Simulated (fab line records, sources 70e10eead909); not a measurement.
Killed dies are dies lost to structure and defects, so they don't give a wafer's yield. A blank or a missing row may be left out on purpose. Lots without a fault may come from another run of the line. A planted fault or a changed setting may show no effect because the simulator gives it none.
A struck lot beside a sound one | flow nand_harc | 15 steps out of a route of 1159
Sound: wafers L381.2, L381.4, L381.6. Struck: wafers L391.2, L391.4, L391.6. The cause comes at the end.
At each step with rows: each side's tool, then ch and its chambers, then its first start. Under that, the readings that differ: sound wafers | struck wafers | difference of the means | sigmas: that difference in standard deviations of wafers without a fault.
alike: readings whose means differ by less than 2 such deviations, and words and numbers that are the same on both sides. not compared: withheld readings, readings that some wafer has no value for, bounds like >300 that may hide the same value, and numbers for which the record gives no deviation and whose values overlap.
The two part at a step that has a row with sigmas, a row that says differs or no value, or rows on one side only. Numbers that don't overlap but have no deviation are shown without sigmas and don't part them. A reading that every wafer of one side lacks parts them only if that side has two wafers or more.

first, 1 step without rows for these wafers: NHARC_A_ONON_D1_DEP_06 (target thk 1000 nm).
NHARC_A_ONON_D1_THK_MEAS_08: measures by ellipsometry.
  sound on film_metro-01, day 8 08:53; struck on film_metro-01, day 11 12:00
  reading     | sound         | struck      | difference | sigmas
  thk_nm (nm) | 1000 999 1000 | 975 977 976 | -24        | -2
then, 1 step without rows for these wafers: NHARC_A_ONON_D1_DEP_09 (target thk 1000 nm).
NHARC_A_ONON_D1_THK_MEAS_11: measures by ellipsometry.
  sound on film_metro-02, day 8 09:27; struck on film_metro-02, day 11 12:42
  alike: thk_nm
then, 1 step without rows for these wafers: NHARC_A_ONON_D1_DEP_12 (target thk 1000 nm).
NHARC_A_ONON_D1_THK_MEAS_14: measures by ellipsometry.
  sound on film_metro-02, day 8 10:01; struck on film_metro-02, day 11 13:25
  alike: thk_nm
then, 2 steps without rows for these wafers: NHARC_A_ONON_D1_ANNEAL_15 (time 3600 s); NHARC_A_ONON_D1_DEP_16 (target thk 1000 nm).
NHARC_A_ONON_D1_THK_MEAS_18: measures by ellipsometry.
  sound on film_metro-01, day 8 17:05; struck on film_metro-02, day 11 20:22
  alike: thk_nm
then, 1 step without rows for these wafers: NHARC_A_ONON_D1_DEP_19 (target thk 1000 nm).
NHARC_A_ONON_D1_THK_MEAS_21: measures by ellipsometry.
  sound on film_metro-02, day 8 17:47; struck on film_metro-01, day 11 21:12
  alike: thk_nm
NHARC_A_ONON_D1_DEP_22: target thk 1000 nm.
  sound on pecvd_onon-01 ch 0, day 8 17:55; struck on pecvd_onon-03 ch 0, day 11 21:44
NHARC_A_ONON_D1_THK_MEAS_24: measures by ellipsometry.
  sound on film_metro-01, day 8 18:23; struck on film_metro-02, day 11 22:11
  reading     | sound          | struck      | difference | sigmas
  thk_nm (nm) | 1002 1003 1002 | 408 410 409 | -593       | -62
then, 1 step without rows for these wafers: NHARC_A_ONON_D1_DEP_25 (target thk 1000 nm).
-- the record jumps here: 12 days lie between the struck wafers' starts before and after (it left off in module A_ONON_D1 and takes up again in module END, whose first step shown is number 1159 of the route) --
NHARC_END_SORT_01:
  the record has rows for the struck wafers here (prober-01 ch 0, day 23 13:30) and none for the sound ones

WHERE THEY PART
First at NHARC_A_ONON_D1_THK_MEAS_08; last, within this record, at NHARC_END_SORT_01.

WHY: what the simulator had put in
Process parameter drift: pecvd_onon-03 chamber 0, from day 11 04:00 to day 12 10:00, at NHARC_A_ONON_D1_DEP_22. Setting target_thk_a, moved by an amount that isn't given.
